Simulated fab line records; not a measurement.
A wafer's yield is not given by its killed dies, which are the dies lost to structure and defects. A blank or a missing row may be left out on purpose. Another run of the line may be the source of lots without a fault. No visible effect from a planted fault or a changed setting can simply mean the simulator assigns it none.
Matching of chambers + flow n5 finfet + N5_BEOL_M6_ETCH_65 on rie diel-01 has 4 sister chambers
The step etches SiARC in CF4, target depth 15.6 nm, time 26 s. 20 wafers are shown with their chamber, then 10 later ones without.

== WAFERS PAIRED WITH THEIR CHAMBERS ==
| wafer  | chamber | drypump motor current A (A) | showerhead plenum p Torr (Torr) | throttle valve pct (%) |
|--------|---------|-----------------------------|---------------------------------|------------------------|
| L076.4 | 0       | 5.6                         | 2.28                            | 15.51                  |
| L076.5 | 1       | 6.5                         | 2.13                            | 16.10                  |
| L076.6 | 0       | 5.6                         | 2.28                            | 15.50                  |
| L075.2 | 1       | 6.4                         | 2.12                            | 16.11                  |
| L075.5 | 0       | 5.6                         | 2.27                            | 15.51                  |
| L075.6 | 3       | 5.9                         | 2.19                            | 15.56                  |
| L080.2 | 0       | 5.6                         | 2.27                            | 15.51                  |
| L080.5 | 3       | 5.9                         | 2.19                            | 15.58                  |
| L080.6 | 2       | 4.8                         | 2.20                            | 15.73                  |
| L084.1 | 0       | 5.6                         | 2.27                            | 15.53                  |
| L084.5 | 2       | 4.8                         | 2.20                            | 15.75                  |
| L084.6 | 3       | 5.9                         | 2.19                            | 15.60                  |
| L087.3 | 3       | 5.9                         | 2.19                            | 15.63                  |
| L087.5 | 2       | 4.8                         | 2.19                            | 15.77                  |
| L087.6 | 3       | 5.9                         | 2.19                            | 15.62                  |
| L089.1 | 3       | 5.9                         | 2.18                            | 15.62                  |
| L089.3 | 0       | 5.6                         | 2.26                            | 15.57                  |
| L089.6 | 1       | 6.4                         | 2.12                            | 15.65                  |
| L091.1 | 2       | 4.8                         | 2.19                            | 15.77                  |
| L091.3 | 1       | 6.5                         | 2.12                            | 15.67                  |

SIGNATURES (means of the wafers above)
| reading                  | chamber 0 | chamber 1 | chamber 2 | chamber 3 | scatter within a chamber |
|--------------------------|-----------|-----------|-----------|-----------|--------------------------|
| drypump motor current A  | 5.600     | 6.450     | 4.800     | 5.900     | 0.025                    |
| showerhead plenum p Torr | 2.2717    | 2.1225    | 2.1950    | 2.1883    | 0.00582                  |
| throttle valve pct       | 15.5217   | 15.8825   | 15.7550   | 15.6017   | 0.114                    |
Rule: for a wafer and a chamber, the distance is found by dividing, reading by reading, the gap between the wafer's reading and the chamber's mean by the reading's scatter, squaring, summing and taking the root. The wafer belongs to the nearest chamber; if the next one is less than 2 further off, it can't be placed. The scatter: take each reading less its chamber's mean, square it, sum over the shown wafers, divide by the number of wafers less the number of chambers, and take the root.

== WAFERS WITH NO CHAMBER GIVEN ==
| wafer  | drypump motor current A (A) | showerhead plenum p Torr (Torr) | throttle valve pct (%) |
|--------|-----------------------------|---------------------------------|------------------------|
| L091.4 | 5.9                         | 2.18                            | 15.63                  |
| L090.2 | 6.4                         | 2.12                            | 15.67                  |
| L090.3 | 4.8                         | 2.19                            | 15.79                  |
| L090.6 | 4.8                         | 2.19                            | 15.79                  |
| L093.1 | 5.9                         | 2.18                            | 15.64                  |
| L093.3 | 6.5                         | 2.11                            | 15.67                  |
| L093.6 | 6.5                         | 2.11                            | 15.68                  |
| L096.1 | 5.9                         | 2.18                            | 15.67                  |
| L096.3 | 4.8                         | 2.19                            | 15.81                  |
| L096.4 | 5.6                         | 2.26                            | 15.61                  |

== CHAMBER TAKEN BY EACH ==
| wafer  | from the rows above | in truth |
|--------|---------------------|----------|
| L091.4 | 3                   | 3        |
| L090.2 | 1                   | 1        |
| L090.3 | 2                   | 2        |
| L090.6 | 2                   | 2        |
| L093.1 | 3                   | 3        |
| L093.3 | 1                   | 1        |
| L093.6 | 1                   | 1        |
| L096.1 | 3                   | 3        |
| L096.3 | 2                   | 2        |
| L096.4 | 0                   | 0        |
Placed correctly: 10 of 10. Left unplaced by these rows: 0. 0 placed wrongly.
